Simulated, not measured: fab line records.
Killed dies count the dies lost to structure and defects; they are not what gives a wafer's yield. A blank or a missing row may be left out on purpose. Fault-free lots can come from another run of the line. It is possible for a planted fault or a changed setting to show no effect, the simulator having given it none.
fab line records ; flow nandHarc ; part 2 of 2: steps 32 to 40 of 40
[record] lots = 5; wafers = 15; lastDay = 32
route steps=1302 shown A_BONDPAD@1224 HYBRID_BOND@1237 THIN_TSV@1244
lots with no fault: from the same line, run without faults
startH: the number of hours between the record's first day and the start of the first shown wafer of the lot ; waitH: hours since the lot's step before ; " same as the row above ; L1.1+2: one row covering several wafers at once ; - no value present, or no start provided ; * or withheld: withheld ; < > ~ a bound
route shown NAME@n: a module of which the file shows steps, and the number in the route of the first ; usual: average and standard deviation across the fault-free wafers ; same: alike in all rows ; chamber/n: place in a boat ; sites: per-site readings ; _std_site: how widely they spread, as a standard deviation ; _edge_site: inner sites' mean taken away from outer sites' mean ; radiusMm: for every site, how far away it sits from the centre of the wafer ; mask NAME#n: copy n ; behind: tool/chamber where the wafer was last shaped ; hold: what put the lot on hold/how long, in hours/how the hold closed ; device: transistor that didn't switch, given as n, p or np ; end of line: the same wafers' tests at the end of the route ; a step given without rows: its recipe and nothing more ; killed: at the first sort, the dies lost to defects and structure; wafer yield is something else ; map: a wafer's dies, x killed, . not, _ none there
set.NAME: the setting the step ran with; set.NAME@STEP: the setting that earlier step ran with ; model.NAME: the simulator's own value behind a step, which no gauge read
lots at selected steps of the route; one table per step, one row per wafer
services: a tool's chamber out of use, with start hour (startH, from the record's first day; less than 0 if before it), hours out, and reason
[[steps]]
[step NHARC_THIN_TSV_PEB_10]
[recipe] pebTempC = 118; pebTimeS = 85
lot.wafer;tool;chamber;startH;waitH
L083.2+4+5;lithoTrack-03;0;647.41;0.1
L084.3+4+6;lithoTrack-07;0;652.14;0.1
L085.1+4+5;lithoTrack-03;0;660.00;0.1
L088.1+2+3;lithoTrack-07;0;688.50;0.1
L092.4+5+6;lithoTrack-07;0;747.42;0.0
[step NHARC_THIN_TSV_DEVELOP_11]
[recipe] timeS = 70
lot.wafer;tool;chamber;startH;waitH
L083.2+4+5;lithoTrack-03;0;-;-
L084.3+4+6;lithoTrack-07;0;-;-
L085.1+4+5;lithoTrack-03;0;-;-
L088.1+2+3;lithoTrack-07;0;-;-
L092.4+5+6;lithoTrack-07;0;-;-
[step NHARC_THIN_TSV_CD_MEAS_12]
[recipe] targetCdNm = 1000; landingEnergyEv = 500
[usual] cdNm = 1000.3/1.6
lot.wafer;tool;chamber;startH;waitH;cdNm
L083.2;cdSem-01;0;647.50;-;1003.3
L083.4;cdSem-01;0;647.50;-;1000.1
L083.5;cdSem-01;0;647.50;-;998.0
L084.3;cdSem-03;0;652.23;-;1002.1
L084.4;cdSem-03;0;652.23;-;1000.3
L084.6;cdSem-03;0;652.23;-;1000.1
L085.1;cdSem-03;0;660.09;-;1000.3
L085.4;cdSem-03;0;660.09;-;1001.8
L085.5;cdSem-03;0;660.09;-;999.2
L088.1;cdSem-01;0;688.59;-;997.8
L088.2;cdSem-01;0;688.59;-;998.4
L088.3;cdSem-01;0;688.59;-;998.0
L092.4;cdSem-03;0;747.51;-;1002.0
L092.5;cdSem-03;0;747.51;-;1000.9
L092.6;cdSem-03;0;747.51;-;999.3
[step NHARC_THIN_TSV_HARDBAKE_13]
[recipe] tempC = 125; timeS = 80
lot.wafer;tool;chamber;startH;waitH
L083.2+4+5;lithoTrack-07;0;647.58;-
L084.3+4+6;lithoTrack-07;0;652.31;-
L085.1+4+5;lithoTrack-07;0;660.17;-
L088.1+2+3;lithoTrack-05;0;688.67;-
L092.4+5+6;lithoTrack-05;0;747.59;-
[step NHARC_THIN_TSV_DESCUM_14]
[recipe] timeS = 3; o2FlowSccm = 200; arFlowSccm = 0; biasPowerW = 0; chemistry = O2
[usual] drypumpMotorCurrentA = 5.7/0.31; oesProductAu = 0.999/0.0088; rfVppV = 57.8/0.93; showerheadPlenumPTorr = 1.90/0.077; throttleValvePct = 11.309/0.0079
[same] biasPowerW = 0
lot.wafer;tool;chamber;startH;waitH;drypumpMotorCurrentA;oesProductAu;rfHoursCounterH;rfVppV;showerheadPlenumPTorr;throttleValvePct
L083.4;rieDiel-11;3;647.66;-;6.0;0.978;1.9;57.0;1.80;11.312
L083.2;rieDiel-11;1;647.66;-;5.6;1.015;2.0;58.4;2.02;11.314
L083.5;rieDiel-11;0;647.66;-;5.6;0.990;-;56.5;1.87;11.298
L084.3;rieDiel-11;1;652.39;-;5.6;1.001;2.4;58.6;2.02;11.305
L084.4;rieDiel-11;2;652.39;-;5.3;0.991;2.5;58.2;1.86;11.301
L084.6;rieDiel-11;1;652.39;-;5.6;1.015;-;57.7;2.02;11.299
L085.4;rieDiel-09;3;660.26;-;5.9;1.002;9.6;58.2;1.97;11.303
L085.1;rieDiel-09;0;660.26;-;5.4;1.006;8.8;58.0;1.95;11.302
L085.5;rieDiel-09;1;660.26;-;5.6;0.998;-;58.1;1.78;11.315
L088.1;rieDiel-03;3;688.75;-;5.3;1.005;2.4;56.9;1.94;11.305
L088.3;rieDiel-03;1;688.75;-;6.0;0.999;2.9;59.2;1.82;11.300
L088.2;rieDiel-03;2;688.75;-;6.3;1.000;2.9;57.5;1.93;11.293
L092.4;rieDiel-11;0;747.67;-;5.6;1.007;7.8;57.3;1.87;11.305
L092.5;rieDiel-11;3;747.67;-;6.0;1.010;-;55.7;1.80;11.310
L092.6;rieDiel-11;0;747.67;-;5.6;1.004;-;57.0;1.87;11.320
[step NHARC_THIN_TSV_ETCH_44]
[recipe] targetDepthA = 15942; timeS = 797.1; cf4FlowSccm = 150; o2FlowSccm = 10; arFlowSccm = 0; rfW = 300; biasW = 800; chemistry = CF4/O2
[usual] drypumpMotorCurrentA = 5.7/0.3; oesProductAu = 0.999/0.0087; rfVppV = 794/4.5; showerheadPlenumPTorr = 1.82/0.07; throttleValvePct = 16.914/0.0091
lot.wafer;tool;chamber;startH;waitH;drypumpMotorCurrentA;oesProductAu;rfHoursCounterH;rfVppV;showerheadPlenumPTorr;throttleValvePct
L083.4;rieDiel-11;1;647.86;0.2;5.6;1.012;2.1;799;1.93;16.921
L083.2;rieDiel-11;2;647.86;0.2;5.3;0.999;2.2;792;1.79;16.921
L083.5;rieDiel-11;0;647.86;0.2;5.6;0.992;-;792;1.80;16.908
L084.4;rieDiel-11;0;652.47;0.1;5.7;0.983;2.5;792;1.80;16.924
L084.3;rieDiel-11;1;652.47;0.1;5.6;1.004;2.5;800;1.93;16.928
L084.6;rieDiel-11;0;652.47;0.1;5.7;0.991;-;793;1.80;16.930
L085.1;rieDiel-09;2;660.45;0.2;6.0;1.005;9.7;795;1.83;16.907
L085.4;rieDiel-09;3;660.45;0.2;5.9;1.005;9.7;798;1.89;16.902
L085.5;rieDiel-09;0;660.45;0.2;5.4;1.008;-;796;1.86;16.916
L088.1;rieDiel-03;1;688.85;0.1;6.0;0.993;3.0;790;1.75;16.916
L088.2;rieDiel-03;2;688.85;0.1;6.3;1.006;3.0;795;1.85;16.906
L088.3;rieDiel-03;3;688.85;0.1;5.3;1.002;2.6;796;1.85;16.928
L092.4;rieDiel-11;1;747.92;0.2;5.6;0.992;7.9;799;1.92;16.911
L092.6;rieDiel-11;2;747.92;0.2;5.3;0.996;-;790;1.79;16.914
L092.5;rieDiel-11;3;747.92;0.2;6.0;0.999;-;787;1.73;16.910
[step NHARC_THIN_TSV_ETCH_15]
[recipe] targetDepthA = 30000; boschTargetOveretchCycles = 2; boschEtchStepS = 2.8; boschDepStepS = 1.2; boschCycles = 14
[usual] drypumpMotorCurrentA = 5.5/0.47
lot.wafer;tool;chamber;startH;waitH;drypumpMotorCurrentA;rfHoursCounterH
L083.2;rieSi-02;0;648.31;-;4.8;0.02
L083.4;rieSi-02;1;648.31;-;5.8;0.02
L083.5;rieSi-02;1;648.31;-;5.8;-
L084.3;rieSi-04;2;653.05;-;5.1;0.73
L084.4;rieSi-04;3;653.05;-;5.1;0.67
L084.6;rieSi-04;2;653.05;-;5.1;-
L085.1;rieSi-03;1;660.91;-;5.8;0.37
L085.4;rieSi-03;0;660.91;-;5.2;0.51
L085.5;rieSi-03;2;660.91;-;6.2;-
L088.3;rieSi-02;3;689.55;-;5.7;0.29
L088.2;rieSi-02;0;689.55;-;4.8;0.33
L088.1;rieSi-02;1;689.55;-;5.8;0.31
L092.4;rieSi-04;1;748.32;-;5.9;0.18
L092.5;rieSi-04;1;748.32;-;5.9;-
L092.6;rieSi-04;2;748.32;-;5.1;-
[step NHARC_THIN_TSV_CD_MEAS_16]
[usual] cdNm = 1000.4/1.7
lot.wafer;tool;chamber;startH;waitH;cdNm
L083.2;cdSem-02;-;648.46;0.1;1003.9
L083.4;cdSem-02;-;648.46;0.1;999.6
L083.5;cdSem-02;-;648.46;0.1;997.1
L084.3;cdSem-01;-;653.20;0.1;1003.2
L084.4;cdSem-01;-;653.20;0.1;1001.0
L084.6;cdSem-01;-;653.20;0.1;1000.1
L085.1;cdSem-01;-;661.05;0.1;1000.9
L085.4;cdSem-01;-;661.05;0.1;1004.5
L085.5;cdSem-01;-;661.05;0.1;999.8
L088.1;cdSem-03;-;689.69;0.1;997.4
L088.2;cdSem-03;-;689.69;0.1;998.0
L088.3;cdSem-03;-;689.69;0.1;998.1
L092.4;cdSem-01;-;748.49;0.2;1001.8
L092.5;cdSem-01;-;748.49;0.2;1000.9
L092.6;cdSem-01;-;748.49;0.2;999.6
[step NHARC_THIN_TSV_STRIP_45]
[recipe] powerW = 1500; tempC = 250; chemistry = O2
[usual] drypumpMotorCurrentA = 5.8/0.35; heaterPowerW = 345/33
lot.wafer;tool;chamber;startH;waitH;drypumpMotorCurrentA;heaterPowerW;rfHoursCounterH
L083.2;plasmaAsher-01;0;648.57;0.1;5.5;391;16
L083.4;plasmaAsher-01;0;648.57;0.1;5.5;380;-
L083.5;plasmaAsher-01;1;648.57;0.1;6.3;331;-
L084.4;plasmaAsher-02;1;653.36;0.2;5.8;296;-
L084.3;plasmaAsher-02;0;653.36;0.2;5.5;343;-
L084.6;plasmaAsher-02;1;653.36;0.2;5.8;300;-
L085.1;plasmaAsher-01;0;661.13;0.1;5.5;387;20
L085.4;plasmaAsher-01;1;661.13;0.1;6.3;319;-
L085.5;plasmaAsher-01;0;661.13;0.1;5.5;384;-
L088.2;plasmaAsher-01;1;689.76;0.1;6.3;335;24
L088.1;plasmaAsher-01;0;689.76;0.1;5.5;383;24
L088.3;plasmaAsher-01;1;689.76;0.1;6.3;338;-
L092.4;plasmaAsher-01;1;748.69;0.2;6.3;313;-
L092.6;plasmaAsher-01;0;748.69;0.2;5.5;391;-
L092.5;plasmaAsher-01;1;748.69;0.2;6.3;319;-
[[services]]
tool;chamber;startH;hours;kind
rieDiel-11;-;611.47;9.0;pm
pvdSputter-01;-;622.08;1.7;repair
lithoTrack-03;-;625.00;7.0;pm
grinder-01;-;627.04;1.1;repair
rieDiel-10;0;628.43;32.5;repair
rieDiel-10;3;631.27;2.1;repair
grinder-01;-;636.83;0.3;repair
pvdSputter-02;-;638.14;10.0;pm
rieDiel-10;3;643.46;6.5;repair
wetBench-08;-;646.40;8.0;pm
rieDiel-10;1;646.94;5.9;repair
lithoTrack-05;-;649.00;7.0;pm
pvdSputter-03;-;659.93;7.6;repair
pvdSputter-01;-;662.90;0.6;repair
wetBench-10;-;663.20;8.0;pm
rieDiel-11;2;666.24;14.1;repair
pvdSputter-01;-;676.09;2.6;repair
grinder-01;-;681.77;1.0;repair
rieDiel-10;1;687.78;1.2;repair
pvdSputter-02;-;692.86;8.6;repair
pvdSputter-03;-;704.01;10.0;pm
waferBonder-01;-;736.00;8.0;pm
grinder-01;-;736.96;8.0;pm
rieDiel-11;-;745.53;0.5;repair
